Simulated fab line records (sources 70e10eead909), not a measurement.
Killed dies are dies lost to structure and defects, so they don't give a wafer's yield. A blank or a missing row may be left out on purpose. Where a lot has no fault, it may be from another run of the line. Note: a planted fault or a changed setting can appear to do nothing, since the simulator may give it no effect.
Matching of chambers :: flow nand_harc :: pecvd-02 running NHARC_P_M2_DEP_33: 3 sister chambers
The step deposits SiCN, target thk 30 nm. 14 wafers are shown with their chamber, then 7 later ones without.

## EACH WAFER AND ITS CHAMBER
wafer: L573.1
chamber: 2
heater_power_outer_w (W): 317
heater_power_w (W): 596
chamber_pressure_Torr (Torr): 3.003

wafer: L573.2
chamber: 1
heater_power_outer_w (W): 334
heater_power_w (W): 571
chamber_pressure_Torr (Torr): 3.006

wafer: L573.4
chamber: 1
heater_power_outer_w (W): 247
heater_power_w (W): 453
chamber_pressure_Torr (Torr): 3.022

wafer: L576.1
chamber: 1
heater_power_outer_w (W): 274
heater_power_w (W): 486
chamber_pressure_Torr (Torr): 2.987

wafer: L576.5
chamber: 2
heater_power_outer_w (W): 272
heater_power_w (W): 539
chamber_pressure_Torr (Torr): 2.989

wafer: L576.6
chamber: 0
heater_power_outer_w (W): 393
heater_power_w (W): 629
chamber_pressure_Torr (Torr): 2.996

wafer: L577.2
chamber: 2
heater_power_outer_w (W): 297
heater_power_w (W): 565
chamber_pressure_Torr (Torr): 3.002

wafer: L577.3
chamber: 0
heater_power_outer_w (W): 354
heater_power_w (W): 593
chamber_pressure_Torr (Torr): 3.009

wafer: L577.4
chamber: 1
heater_power_outer_w (W): 273
heater_power_w (W): 482
chamber_pressure_Torr (Torr): 2.999

wafer: L579.1
chamber: 0
heater_power_outer_w (W): 371
heater_power_w (W): 628
chamber_pressure_Torr (Torr): 3.004

wafer: L579.2
chamber: 2
heater_power_outer_w (W): 362
heater_power_w (W): 635
chamber_pressure_Torr (Torr): 3.001

wafer: L579.5
chamber: 1
heater_power_outer_w (W): 323
heater_power_w (W): 582
chamber_pressure_Torr (Torr): 3.006

wafer: L593.1
chamber: 0
heater_power_outer_w (W): 322
heater_power_w (W): 555
chamber_pressure_Torr (Torr): 3.002

wafer: L593.3
chamber: 1
heater_power_outer_w (W): 290
heater_power_w (W): 531
chamber_pressure_Torr (Torr): 3.007

SIGNATURES (means of the wafers above)
reading: heater_power_outer_w
chamber 0: 360.00
chamber 1: 290.17
chamber 2: 312.00
scatter within a chamber: 33.7

reading: heater_power_w
chamber 0: 601.25
chamber 1: 517.50
chamber 2: 583.75
scatter within a chamber: 45.2

reading: chamber_pressure_Torr
chamber 0: 3.00275
chamber 1: 3.00450
chamber 2: 2.99875
scatter within a chamber: 0.00889
Rule: distance of a wafer from a chamber = root of the sum over the readings of ((wafer's reading minus chamber's mean) / reading's scatter) squared. If the next closest chamber is less than 2 further off than the closest, the wafer can't be placed; otherwise it belongs to the closest. The scatter: the root of (the sum of the squares of (reading less its chamber's mean) over the shown wafers, divided by (wafers less chambers)).

## WAFERS WHOSE CHAMBER IS MISSING
wafer: L593.4
heater_power_outer_w (W): 296
heater_power_w (W): 576
chamber_pressure_Torr (Torr): 3.004

wafer: L594.3
heater_power_outer_w (W): 277
heater_power_w (W): 560
chamber_pressure_Torr (Torr): 2.995

wafer: L594.5
heater_power_outer_w (W): 304
heater_power_w (W): 537
chamber_pressure_Torr (Torr): 3.012

wafer: L594.6
heater_power_outer_w (W): 282
heater_power_w (W): 532
chamber_pressure_Torr (Torr): 3.006

wafer: L595.1
heater_power_outer_w (W): 346
heater_power_w (W): 605
chamber_pressure_Torr (Torr): 2.988

wafer: L595.3
heater_power_outer_w (W): 303
heater_power_w (W): 611
chamber_pressure_Torr (Torr): 2.993

wafer: L595.5
heater_power_outer_w (W): 347
heater_power_w (W): 608
chamber_pressure_Torr (Torr): 2.996

## CHAMBER TAKEN BY EACH
wafer: L593.4
from the rows above: can't be placed: 2 or 1 or 0
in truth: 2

wafer: L594.3
from the rows above: can't be placed: 2 or 1 or 0
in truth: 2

wafer: L594.5
from the rows above: can't be placed: 1 or 2 or 0
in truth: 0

wafer: L594.6
from the rows above: can't be placed: 1 or 2
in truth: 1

wafer: L595.1
from the rows above: can't be placed: 2 or 0 or 1
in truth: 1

wafer: L595.3
from the rows above: can't be placed: 2 or 0 or 1
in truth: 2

wafer: L595.5
from the rows above: can't be placed: 0 or 2 or 1
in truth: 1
Correct placement for 0 of the 7. These rows do not allow placing 7 (true chamber among the candidates in 7). Wrongly placed: 0.
